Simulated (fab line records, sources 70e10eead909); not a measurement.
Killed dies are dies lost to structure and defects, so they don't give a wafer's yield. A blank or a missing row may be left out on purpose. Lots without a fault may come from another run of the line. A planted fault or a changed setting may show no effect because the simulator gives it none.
Which tool did it? | flow nand_harc | 12 lots, 36 wafers sampled, at 5 steps of a route of 1159

WHAT THE GAUGES READ, wafer by wafer
NHARC_END_SORT_01. Usual: killed_at_array 29, standard deviation 11; killed_at_other 0.6, standard deviation 0.92; killed_at_periphery 3.2, standard deviation 2; killed_dies 33, standard deviation 11; killed_open 3.2, standard deviation 2; killed_short 1.9, standard deviation 1.5.
lot  | measured     | on        | killed_at_array | killed_at_other | killed_at_periphery | killed_dies | killed_open | killed_short | flag
L735 | day 25 03:21 | prober-01 | 33              | 1               | 4                   | 38          | 6           | 4            |

WHICH TOOL RAN EACH LOT (tool, then ch and the chambers of the sampled wafers, then the start)
lot  | NHARC_A_CHANNEL_HOLE_D1_ETCH_24  | NHARC_A_CHANNEL_HOLE_D1_ETCH_26  | NHARC_A_CHANNEL_FILL_D1_ALD_02   | NHARC_A_CHANNEL_FILL_D1_ALD_14
L714 | har_etch-02 ch 1, day 8 19:11    | har_etch-02 ch 1, day 8 20:44    | ald_hk-03 ch 1,2,3, day 9 00:59  | ald_hk-03 ch 1,3, day 9 08:03
L716 | har_etch-02 ch 0,1, day 9 08:45  | har_etch-02 ch 0,1, day 9 10:24  | ald_hk-04 ch 0,1,3, day 9 12:35  | ald_hk-04 ch 2,3, day 9 19:33
L717 | har_etch-01 ch 0,1, day 9 09:55  | har_etch-01 ch 0,1, day 9 11:23  | ald_hk-04 ch 0,2,3, day 9 13:41  | ald_hk-03 ch 0,1, day 9 19:35
L720 | har_etch-02 ch 0,1, day 10 01:32 | har_etch-02 ch 0,1, day 10 02:59 | ald_hk-04 ch 0,1, day 10 05:05   | ald_hk-03 ch 0,1, day 10 12:07
L719 | har_etch-01 ch 0,1, day 10 02:03 | har_etch-01 ch 0,1, day 10 03:35 | ald_hk-04 ch 0,1,2, day 10 05:52 | ald_hk-01 ch 2,3, day 10 12:09
L722 | har_etch-02 ch 0,1, day 10 18:44 | har_etch-02 ch 0,1, day 10 20:24 | ald_hk-04 ch 1,2,3, day 10 22:43 | ald_hk-01 ch 0,1,2, day 11 05:44
L724 | har_etch-02 ch 1, day 11 11:04   | har_etch-02 ch 1, day 11 12:38   | ald_hk-04 ch 2,3, day 11 14:44   | ald_hk-03 ch 0,1,3, day 11 21:47
L726 | har_etch-01 ch 0,1, day 11 21:59 | har_etch-01 ch 0,1, day 11 23:32 | ald_hk-04 ch 0,1,2, day 12 01:48 | ald_hk-04 ch 0,1,3, day 12 07:34
L723 | har_etch-02 ch 0,1, day 12 05:03 | har_etch-02 ch 0,1, day 12 06:41 | ald_hk-01 ch 0,1,2, day 12 08:49 | ald_hk-03 ch 0,2,3, day 12 15:51
L735 | har_etch-02 ch 0,1, day 13 21:55 | har_etch-02 ch 0,1, day 13 23:35 | ald_hk-04 ch 1,2,3, day 14 01:44 | ald_hk-03 ch 0,2,3, day 14 09:01
L736 | har_etch-02 ch 0,1, day 14 02:13 | har_etch-02 ch 0,1, day 14 03:46 | ald_hk-04 ch 1,3, day 14 05:52   | ald_hk-01 ch 1,2,3, day 14 13:29
L734 | har_etch-02 ch 0,1, day 14 06:22 | har_etch-02 ch 0,1, day 14 07:55 | ald_hk-03 ch 0,1,3, day 14 10:00 | ald_hk-03 ch 0,1,3, day 14 20:26
- NHARC_A_CHANNEL_HOLE_D1_ETCH_24: etches the open film in C4F8/O2/Ar, time 906.2 s, target depth 1500 nm.
- NHARC_A_CHANNEL_HOLE_D1_ETCH_26: etches the open film in C4F8/O2/Ar, time 224.1 s, target depth 300 nm.
- NHARC_A_CHANNEL_FILL_D1_ALD_02: deposits SiO2, target thk 6 nm, pulse time 10 s, ald cycles 60.
- NHARC_A_CHANNEL_FILL_D1_ALD_14: deposits SiO2, target thk 2.5 nm, pulse time 10 s, ald cycles 25.

WHAT THE TOOLS THEMSELVES READ (means of the sampled wafers that have a number; where no wafer has one, the mark that the record gives instead)
NHARC_A_CHANNEL_HOLE_D1_ETCH_24. Usual: drypump_motor_current_A 5.8 A, standard deviation 0.46; showerhead_plenum_p_Torr 3.831 Torr, standard deviation 0.024; temp_c -20.00 C, standard deviation 0.11; throttle_valve_pct 32.236 %, standard deviation 0.0083.
lot  | tool        | drypump_motor_current_A (A) | showerhead_plenum_p_Torr (Torr) | temp_c (C) | throttle_valve_pct (%) | flag
L714 | har_etch-02 | 5.2                         | 3.866                           | -19.95     | 32.229                 |
L716 | har_etch-02 | 6.0                         | 3.863                           | -19.98     | 32.240                 |
L717 | har_etch-01 | 5.9                         | 3.817                           | -20.17     | 32.227                 |
L720 | har_etch-02 | 5.6                         | 3.860                           | -19.95     | 32.239                 |
L719 | har_etch-01 | 5.9                         | 3.813                           | -20.13     | 32.238                 |
L722 | har_etch-02 | 5.6                         | 3.856                           | -19.98     | 32.238                 |
L724 | har_etch-02 | 5.2                         | 3.852                           | -20.03     | 32.232                 |
L726 | har_etch-01 | 5.9                         | 3.804                           | -19.90     | 32.234                 |
L723 | har_etch-02 | 5.6                         | 3.847                           | -19.93     | 32.238                 |
L735 | har_etch-02 | 5.6                         | 3.835                           | -20.10     | 32.236                 |
L736 | har_etch-02 | 6.0                         | 3.833                           | -19.91     | 32.235                 |
L734 | har_etch-02 | 6.0                         | 3.831                           | -20.03     | 32.232                 |

NHARC_A_CHANNEL_HOLE_D1_ETCH_26. Usual: drypump_motor_current_A 5.8 A, standard deviation 0.45; showerhead_plenum_p_Torr 3.889 Torr, standard deviation 0.025; temp_c -20.01 C, standard deviation 0.12; throttle_valve_pct 24.582 %, standard deviation 0.0091.
lot  | tool        | drypump_motor_current_A (A) | showerhead_plenum_p_Torr (Torr) | temp_c (C) | throttle_valve_pct (%) | flag
L714 | har_etch-02 | 5.2                         | 3.926                           | -20.14     | 24.581                 |
L716 | har_etch-02 | 5.9                         | 3.923                           | -19.94     | 24.578                 |
L717 | har_etch-01 | 5.9                         | 3.874                           | -20.05     | 24.583                 |
L720 | har_etch-02 | 5.6                         | 3.919                           | -20.00     | 24.578                 |
L719 | har_etch-01 | 5.9                         | 3.869                           | -20.01     | 24.577                 |
L722 | har_etch-02 | 5.6                         | 3.915                           | -19.94     | 24.583                 |
L724 | har_etch-02 | 5.2                         | 3.911                           | -20.04     | 24.576                 |
L726 | har_etch-01 | 5.9                         | 3.859                           | -19.92     | 24.584                 |
L723 | har_etch-02 | 5.6                         | 3.905                           | -19.95     | 24.587                 |
L735 | har_etch-02 | 5.6                         | 3.893                           | -19.98     | 24.595                 |
L736 | har_etch-02 | 6.0                         | 3.891                           | -20.00     | 24.583                 |
L734 | har_etch-02 | 6.0                         | 3.888                           | -19.93     | 24.588                 |

NHARC_A_CHANNEL_FILL_D1_ALD_02. Usual: heater_power_w 465 W, standard deviation 51; precursor_pulse_height_rel 1.000, standard deviation 0.019.
lot  | tool      | heater_power_w (W) | precursor_pulse_height_rel | flag
L714 | ald_hk-03 | 474                | 0.989                      |
L716 | ald_hk-04 | 478                | 0.991                      |
L717 | ald_hk-04 | 478                | 0.996                      |
L720 | ald_hk-04 | 443                | 1.001                      |
L719 | ald_hk-04 | 441                | 0.998                      |
L722 | ald_hk-04 | 478                | 1.013                      |
L724 | ald_hk-04 | 512                | 1.002                      |
L726 | ald_hk-04 | 432                | 1.000                      |
L723 | ald_hk-01 | 457                | 1.004                      |
L735 | ald_hk-04 | 465                | 0.995                      |
L736 | ald_hk-04 | 473                | 0.986                      |
L734 | ald_hk-03 | 460                | 0.985                      |

NHARC_A_CHANNEL_FILL_D1_ALD_14. Usual: heater_power_w 460 W, standard deviation 46; precursor_pulse_height_rel 1.002, standard deviation 0.019.
lot  | tool      | heater_power_w (W) | precursor_pulse_height_rel | flag
L714 | ald_hk-03 | 510                | 0.987                      |
L716 | ald_hk-04 | 512                | 1.014                      |
L717 | ald_hk-03 | 499                | 0.995                      |
L720 | ald_hk-03 | 451                | 1.009                      |
L719 | ald_hk-01 | 480                | 0.997                      |
L722 | ald_hk-01 | 452                | 1.016                      |
L724 | ald_hk-03 | 462                | 0.995                      |
L726 | ald_hk-04 | 486                | 0.996                      |
L723 | ald_hk-03 | 447                | 1.010                      |
L735 | ald_hk-03 | 438                | 1.010                      |
L736 | ald_hk-01 | 465                | 0.984                      |
L734 | ald_hk-03 | 474                | 1.009                      |

THE ANSWER, worked out from the rows above alone
Rule: a lot is off if the mean of its wafers that have a number lies more than 3 standard deviations from the usual mean. A lot without any number at a reading at which 4 lots or more have one is off too. The other lots that the step has rows for count as sound. The gauges are gone through in route order, then the tools' own readings, and for those a lot's mean is taken as printed above. The first step at which some lot is off is used, and at that step the reading that is off furthest; a lot without a number counts as furthest.
No lot is off at any reading shown: from this, nothing can be told.

WHAT THE SIMULATOR HAD PUT IN
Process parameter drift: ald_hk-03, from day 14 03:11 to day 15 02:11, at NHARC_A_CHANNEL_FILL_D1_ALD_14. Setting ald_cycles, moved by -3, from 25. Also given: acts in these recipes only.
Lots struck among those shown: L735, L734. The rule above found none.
